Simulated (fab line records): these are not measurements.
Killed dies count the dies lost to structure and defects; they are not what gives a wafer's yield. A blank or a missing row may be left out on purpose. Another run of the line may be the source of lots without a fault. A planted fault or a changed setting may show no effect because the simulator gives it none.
Which tool did it? ; flow nand-harc ; 12 lots with 36 wafers sampled at 5 steps, on a route of 1159 steps

WHAT EACH GAUGE READ, for each wafer
NHARC_END_SORT_01. Usual: killed-at-array 26, standard deviation 9.9; killed-at-other 0.8, standard deviation 1; killed-at-periphery 2.8, standard deviation 2.2; killed-dies 29, standard deviation 9.9; killed-open 3.2, standard deviation 1.8; killed-short 2.1, standard deviation 1.4.
lot;measured;on;killed-at-array;killed-at-other;killed-at-periphery;killed-dies;killed-open;killed-short;flag
L644;day 22 08:06;prober-01;12 21 19;0 0 0;1 1 3;13 22 22;2 6 6;2 4 7;
L646;day 22 23:43;prober-01;33 26 33;0 0 0;2 1 1;35 27 34;6 1 5;3 3 2;

WHICH TOOL RAN EACH LOT (tool, then ch and the chambers of the sampled wafers, then the start)
lot;NHARC_A_STAIRCASE_DEP_301;NHARC_A_STAIRCASE_ETCH_315;NHARC_A_STAIRCASE_ALD_420;NHARC_A_STAIRCASE_DEP_325
L630;pecvd-02 ch 0,1, day 11 18:56;rie-diel-08 ch 1,2,3, day 12 07:41 or earlier;ald-hk-02 ch 1,3, day 12 07:41;pecvd-02 ch 1,2, day 13 06:25
L633;pecvd-03 ch 0,2, day 12 11:01;rie-diel-02 ch 0,3, day 12 22:07 or earlier;ald-hk-04 ch 0,2,3, day 12 22:07;pecvd-01 ch 0,1,2, day 13 23:27
L631;pecvd-02 ch 0,1,2, day 12 11:52;rie-diel-07 ch 0,1, day 13 00:02 or earlier;ald-hk-04 ch 2,3, day 13 00:02;pecvd-02 ch 0,1,2, day 13 23:40
L632;pecvd-02 ch 0,1, day 12 15:36;rie-diel-08 ch 1,3, day 13 02:28 or earlier;ald-hk-04 ch 0,3, day 13 02:28;pecvd-03 ch 0,1, day 14 03:40
L634;pecvd-03 ch 1,2, day 13 00:35;rie-diel-07 ch 2,3, day 13 09:49 or earlier;ald-hk-02 ch 0,2, day 13 09:49;pecvd-02 ch 0,2, day 14 08:50
L643;pecvd-02 ch 0,1,2, day 14 20:13;rie-diel-08 ch 2,3, day 15 07:27 or earlier;ald-hk-01 ch 0,2,3, day 15 07:27;pecvd-03 ch 0,1, day 16 09:52
L644;pecvd-01 ch 0,1, day 15 02:55;rie-diel-07 ch 0,1, day 15 13:48 or earlier;ald-hk-04 ch 2,3, day 15 13:48;pecvd-03 ch 1,2, day 16 14:37
L646;pecvd-03 ch 0,1,2, day 15 11:56;rie-diel-02 ch 0,1, day 15 20:40 or earlier;ald-hk-04 ch 1,3, day 15 20:40;pecvd-01 ch 0,1, day 16 23:07
L648;pecvd-01 ch 0,1, day 16 01:50;rie-diel-02 ch 2,3, day 16 09:14 or earlier;ald-hk-02 ch 1,3, day 16 09:14;pecvd-02 ch 0,2, day 17 12:33
L649;pecvd-01 ch 0,1, day 16 06:57;rie-diel-08 ch 1,2,3, day 16 17:10 or earlier;ald-hk-04 ch 0,1,2, day 16 17:10;pecvd-02 ch 0,1,2, day 17 16:20
L650;pecvd-02 ch 1,2, day 16 18:23;rie-diel-02 ch 0,1,2, day 17 03:46 or earlier;ald-hk-02 ch 0,2,3, day 17 03:46;pecvd-01 ch 1,2, day 18 06:46
L651;pecvd-03 ch 0,2, day 16 19:57;rie-diel-07 ch 0,1,3, day 17 06:47 or earlier;ald-hk-04 ch 1,2,3, day 17 06:47;pecvd-02 ch 0,1, day 18 06:53
- NHARC_A_STAIRCASE_DEP_301: deposits SiON, target thk 30 nm.
- NHARC_A_STAIRCASE_ETCH_315: etches the open film in C4F8/O2/Ar, target depth 2500 nm, time 607.1 s.
- NHARC_A_STAIRCASE_ALD_420: deposits SiO2, target thk 20 nm, pulse time 6 s, ald cycles 200.
- NHARC_A_STAIRCASE_DEP_325: deposits SiO2, target thk 3800 nm.

AS READ BY THE TOOLS THEMSELVES (means over the sampled wafers that have a number; for cases with no such wafer, the mark the record gives instead)
NHARC_A_STAIRCASE_DEP_301. Usual: chamber-pressure-Torr 3.500 Torr, standard deviation 0.0072; heater-power-w 752 W, standard deviation 66; rf-fwd-power-W 348.4 W, standard deviation 1.1.
lot;tool;chamber-pressure-Torr (Torr);heater-power-w (W);rf-fwd-power-W (W);flag
L630;pecvd-02;3.502;844;348.0;
L633;pecvd-03;3.504;746;348.5;
L631;pecvd-02;3.492;774;348.9;
L632;pecvd-02;3.495;823;349.0;
L634;pecvd-03;3.509;771;348.0;
L643;pecvd-02;3.509;755;349.2;
L644;pecvd-01;3.492;760;348.7;
L646;pecvd-03;3.499;676;347.9;
L648;pecvd-01;3.512;701;348.0;
L649;pecvd-01;3.494;715;348.3;
L650;pecvd-02;3.507;736;349.1;
L651;pecvd-03;3.500;697;349.5;

NHARC_A_STAIRCASE_ETCH_315. Usual: oes-product-au 0.930 a.u., standard deviation 0.0094; rf-vpp-V 1830 V, standard deviation 12.
lot;tool;oes-product-au (a.u.);rf-vpp-V (V);flag
L630;rie-diel-08;0.929;1826;
L633;rie-diel-02;0.932;1833;
L631;rie-diel-07;0.922;1835;
L632;rie-diel-08;0.932;1834;
L634;rie-diel-07;0.932;1823;
L643;rie-diel-08;0.932;1818;
L644;rie-diel-07;0.932;1840;
L646;rie-diel-02;0.927;1841;
L648;rie-diel-02;0.918;1835;
L649;rie-diel-08;0.935;1825;
L650;rie-diel-02;0.926;1835;
L651;rie-diel-07;0.923;1828;

NHARC_A_STAIRCASE_ALD_420. Usual: heater-power-w 466 W, standard deviation 45; precursor-pulse-height-rel 1.001, standard deviation 0.02.
lot;tool;heater-power-w (W);precursor-pulse-height-rel;flag
L630;ald-hk-02;462;1.005;
L633;ald-hk-04;455;1.003;
L631;ald-hk-04;473;1.015;
L632;ald-hk-04;427;0.991;
L634;ald-hk-02;451;1.002;
L643;ald-hk-01;463;1.000;
L644;ald-hk-04;481;0.995;
L646;ald-hk-04;473;1.010;
L648;ald-hk-02;486;0.986;
L649;ald-hk-04;478;1.005;
L650;ald-hk-02;453;0.988;
L651;ald-hk-04;494;1.009;

NHARC_A_STAIRCASE_DEP_325. Usual: heater-power-w 659 W, standard deviation 78; rf-fwd-power-W 499.5 W, standard deviation 1.5.
lot;tool;heater-power-w (W);rf-fwd-power-W (W);flag
L630;pecvd-02;658;501.1;
L633;pecvd-01;671;499.6;
L631;pecvd-02;636;499.8;
L632;pecvd-03;649;500.4;
L634;pecvd-02;676;499.7;
L643;pecvd-03;648;560.1;OFF
L644;pecvd-03;617;559.3;OFF
L646;pecvd-01;623;496.9;
L648;pecvd-02;712;498.6;
L649;pecvd-02;695;500.5;
L650;pecvd-01;650;500.2;
L651;pecvd-02;741;498.2;

THE ANSWER, worked out from the rows above alone
Rule: lot off if the mean of its wafers having a number is beyond 3 standard deviations from the usual mean. A lot without any number at a reading at which 4 lots or more have one is off too. The other lots that the step has rows for count as sound. Order of review: gauges by route order, followed by the tools' own readings, for which a lot's mean as printed above is used. At the first step where some lot is off, the reading lying furthest off is the one used; lots without a number count as furthest.
Off, at NHARC_A_STAIRCASE_DEP_325 on rf-fwd-power-W: L643, L644.
A tool fits if, at that step or a process step before it, it ran every lot that is off, and no sound lot after the first of them. NHARC_A_STAIRCASE_ETCH_315 gives no start for some lots, so the hours and the order of its lots are those of NHARC_A_STAIRCASE_ALD_420. One fits: pecvd-03 at NHARC_A_STAIRCASE_DEP_325. A fault onset in the window from L632 (day 14 03:40, its last sound lot) to L643 (day 16 09:52, its first lot off) fits.
On the lots that are off, the tool's own readings at NHARC_A_STAIRCASE_DEP_325 differ by more than 5 times the standard deviation of the sound lots' means, which bears it out; rf-fwd-power-W reads 559.7 W there versus 499.5 W on the sound lots.

WHAT THE SIMULATOR HAD INSERTED
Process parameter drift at NHARC_A_STAIRCASE_DEP_325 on pecvd-03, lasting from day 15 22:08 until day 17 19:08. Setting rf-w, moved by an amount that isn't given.
Lots struck among those shown: L644, L643. The rule above reached the same finding.
